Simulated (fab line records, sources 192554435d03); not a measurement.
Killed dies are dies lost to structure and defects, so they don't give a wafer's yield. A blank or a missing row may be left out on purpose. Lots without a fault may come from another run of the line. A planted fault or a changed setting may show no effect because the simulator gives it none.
Split-lot experiment | flow n5_finfet | 7 lots, 21 wafers read, on a route of 1938 steps

THE SPLIT
At N5_BEOL_M6_ETCH_66 (etches SOC in N2/H2, target depth 80 nm, overetch 16 nm, time 120 s), the setting bias_w was moved away from the recipe's 150 W on 4 of the 21 wafers read, by -17.5% to -14.4%. The other wafers ran this setting at the recipe's value.

The reading is taken at the split's own step.

THE READING
rf_vpp_V, in V, at N5_BEOL_M6_ETCH_66 (etches SOC in N2/H2, target depth 80 nm, overetch 16 nm, time 120 s). Fault-free wafers of this fab line usually give 525.2 V, standard deviation 2.5 V.

wafer  | tool, chamber at the split | bias_w as run, W | against the recipe | rf_vpp_V, V | against lot-mates on the recipe
L081.1 | rie_diel-06, 2             | 128.4            | -14.4%             | 477.3       | -45.8
L081.3 | rie_diel-06, 1             | 128.4            | -14.4%             | 474.6       | -48.5
L081.4 | rie_diel-06, 3             | 150              | recipe             | 523.1       | -
L080.2 | rie_diel-04, 0             | 150              | recipe             | 526.3       | -
L080.4 | rie_diel-04, 2             | 150              | recipe             | 522.3       | -
L080.6 | rie_diel-04, 0             | 150              | recipe             | 525.4       | -
L082.2 | rie_diel-06, 2             | 150              | recipe             | 526.0       | -
L082.3 | rie_diel-06, 1             | 150              | recipe             | 523.2       | -
L082.5 | rie_diel-06, 1             | 150              | recipe             | 523.9       | -
L088.1 | rie_diel-06, 1             | 150              | recipe             | 522.5       | -
L088.3 | rie_diel-06, 3             | 150              | recipe             | 525.5       | -
L088.5 | rie_diel-06, 1             | 150              | recipe             | 523.1       | -
L091.2 | rie_diel-05, 1             | 150              | recipe             | 528.1       | -
L091.3 | rie_diel-05, 2             | 123.9            | -17.4%             | 463.9       | -62.8
L091.4 | rie_diel-05, 2             | 150              | recipe             | 525.2       | -
L094.1 | rie_diel-06, 3             | 150              | recipe             | 524.0       | -
L094.3 | rie_diel-06, 2             | 150              | recipe             | 526.4       | -
L094.5 | rie_diel-06, 2             | 150              | recipe             | 525.9       | -
L097.3 | rie_diel-05, 1             | 150              | recipe             | 528.4       | -
L097.4 | rie_diel-05, 2             | 150              | recipe             | 525.4       | -
L097.6 | rie_diel-05, 2             | 123.8            | -17.5%             | 463.3       | -63.6

THE FIT
A straight line over all 21 wafers: rf_vpp_V changes by +3.48 V for each +1% of bias_w; r = +1.00; the points scatter about the line by 1.8 V.
The same after taking each lot's own level away (the mean of its wafers on the recipe; 21 wafers): +3.49 V for each +1%; r = +1.00; scatter 1.8 V.
On that fit, the largest move of bias_w shifts the reading by 61 V.
The lots' own levels span 523.10 to 526.90 V, that is 1.5 times the standard deviation above.
So the lot-to-lot level changes the slope little: the two slopes agree.
Check: with one of the wafers moved furthest among these (-17.5%) left out of the fit, the line predicts -59.6 V for it against its lot-mates. It came out at -63.6 V against them.
Tool readings at the split's step, against how far the setting was moved: rf_vpp_V r = +1.00.

THE WHOLE CHAIN: every reading that the file lists as answering this split, in the file's order
step               | what it does                                                        | reading                                                                          | change (the file's fit)                | r (the file's)
N5_BEOL_M6_ETCH_66 | etches SOC in N2/H2, target depth 80 nm, overetch 16 nm, time 120 s | rf_vpp_V                                                                         | +3.54 V for each +1% of the setting    | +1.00
N5_BEOL_M6_ETCH_66 | etches SOC in N2/H2, target depth 80 nm, overetch 16 nm, time 120 s | SiARC_of_BEOL_M6_COAT_64.thk_nm (the simulator's own value, which no gauge read) | -0.0914 nm for each +1% of the setting | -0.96

THE FILE'S OWN FIT
rf_vpp_V changes by +3.54 V for each +1% of bias_w, r = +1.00.
